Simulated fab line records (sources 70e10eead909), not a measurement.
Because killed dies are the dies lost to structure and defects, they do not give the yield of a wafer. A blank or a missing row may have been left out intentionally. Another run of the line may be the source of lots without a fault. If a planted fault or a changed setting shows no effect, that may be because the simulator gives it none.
A lot that was struck, set against a sound lot    flow nand_harc    14 out of 1302 route steps
Sound: these wafers, L845.1, L845.2, L845.4. Wafers struck: L859.3, L859.4, L859.6. The cause is named last.
Each step with rows lists, per side, the tool, then ch with its chambers, then its first start. Under that, the readings that differ: sound wafers    struck wafers    difference of the means    sigmas: that difference in standard deviations of wafers without a fault.
alike: words and numbers the same on both sides, and readings whose means are apart by under 2 such deviations; not compared: readings that were withheld, readings missing a value for some wafer, numbers with overlapping values and no deviation given by the record, and bounds like >300 which may hide the same value.
Wherever a step has rows on one side only, a row that says differs or no value, or a row with sigmas, the two part there. When numbers do not overlap yet have no deviation, they are printed without sigmas and do not part them. A reading that every wafer of one side lacks parts them only if that side has two wafers or more.

first, 5 steps without rows for these wafers: NHARC_A_CONTACT_SOFTBAKE_03 (time 55 s); NHARC_A_CONTACT_EBR_04; NHARC_A_CONTACT_EXPOSE_05 (exposes mask A CC); NHARC_A_CONTACT_PEB_06 (peb time 65 s); NHARC_A_CONTACT_DEVELOP_07 (develop time 35 s).
NHARC_A_CONTACT_CD_MEAS_08: the cd target is 200 nm.
  sound on cd_sem-03 ch 0, day 24 16:49; struck on cd_sem-02 ch 0, day 30 08:34
  alike: cd_nm
NHARC_A_CONTACT_OVL_MEAS_09:
  sound: overlay-02 at day 24 16:55; struck: overlay-02 at day 30 08:39
reading            sound           struck       difference  sigmas
overlay_y_nm (nm)  -1.2 -1.7 -1.8  1.6 1.3 1.9  +3.2        +3
  alike: overlay_x_nm
NHARC_A_CONTACT_INSPECT_10:
  sound: defect_inspect-01 at day 24 16:56; struck: defect_inspect-01 at day 30 08:41
  alike: raw_defect_count
NHARC_A_CONTACT_DESCUM_13: chemistry O2, time 3 s.
  sound on rie_diel-13 ch 0,2,3, day 24 17:01; struck on rie_diel-08 ch 1,3, day 30 08:45
  alike: drypump_motor_current_A, oes_product_au, rf_vpp_V, showerhead_plenum_p_Torr, throttle_valve_pct
  not compared: rf_hours_counter_h
NHARC_A_CONTACT_ETCH_88: etches the open film in CF4, target depth 39 nm, time 65 s.
  sound on rie_diel-13 ch 2,3, day 24 17:07; struck on rie_diel-08 ch 0,1,2, day 30 08:50
  alike: chamber_pressure_mTorr, drypump_motor_current_A, oes_product_au, rf_vpp_V, showerhead_plenum_p_Torr, throttle_valve_pct
  not compared: rf_hours_counter_h
NHARC_A_CONTACT_ETCH_89: etches the open film in N2/H2, target depth 260 nm, time 475.3 s.
  sound: rie_diel-13 ch 2,3; struck: rie_diel-08 ch 0,1,3
  alike: chamber_pressure_mTorr, drypump_motor_current_A, oes_product_au, rf_vpp_V, showerhead_plenum_p_Torr, throttle_valve_pct
  not compared: rf_hours_counter_h
NHARC_A_CONTACT_ETCH_30: etches the open film in CF4/CHF3, target depth 72.6 nm, time 36.3 s.
  sound: rie_diel-13 ch 0,3; struck: rie_diel-08 ch 0,1,2
  alike: chamber_pressure_mTorr, drypump_motor_current_A, oes_product_au, rf_vpp_V, showerhead_plenum_p_Torr, throttle_valve_pct
  not compared: rf_hours_counter_h
NHARC_A_CONTACT_ETCH_31: etches the open film in O2/COS, target depth 2800 nm, time 728 s.
  sound on rie_diel-13 ch 0,2, day 24 17:43; struck on rie_diel-08 ch 0,1, day 30 09:21
reading                         sound                 struck                difference  sigmas
chamber_pressure_mTorr (mTorr)  20.021 20.004 19.997  18.089 18.083 18.094  -1.919      -99 or more
  alike: drypump_motor_current_A, oes_product_au, rf_vpp_V, showerhead_plenum_p_Torr, throttle_valve_pct
  not compared: rf_hours_counter_h
NHARC_A_CONTACT_ETCH_134: etches the open film in C4F8/O2/Ar, time 140 s, target depth 700 nm.
  sound on har_cap_etch-01 ch 0,1, day 24 18:20; struck on har_cap_etch-01 ch 0,1, day 30 09:56
  alike: chamber_pressure_mTorr
  not compared: rf_hours_counter_h

WHERE THEY PART
At NHARC_A_CONTACT_OVL_MEAS_09 first; at NHARC_A_CONTACT_ETCH_31 last (within this record only). Later steps at which nothing parts them and some readings are alike: NHARC_A_CONTACT_ETCH_134.

WHY: the cause the simulator had injected
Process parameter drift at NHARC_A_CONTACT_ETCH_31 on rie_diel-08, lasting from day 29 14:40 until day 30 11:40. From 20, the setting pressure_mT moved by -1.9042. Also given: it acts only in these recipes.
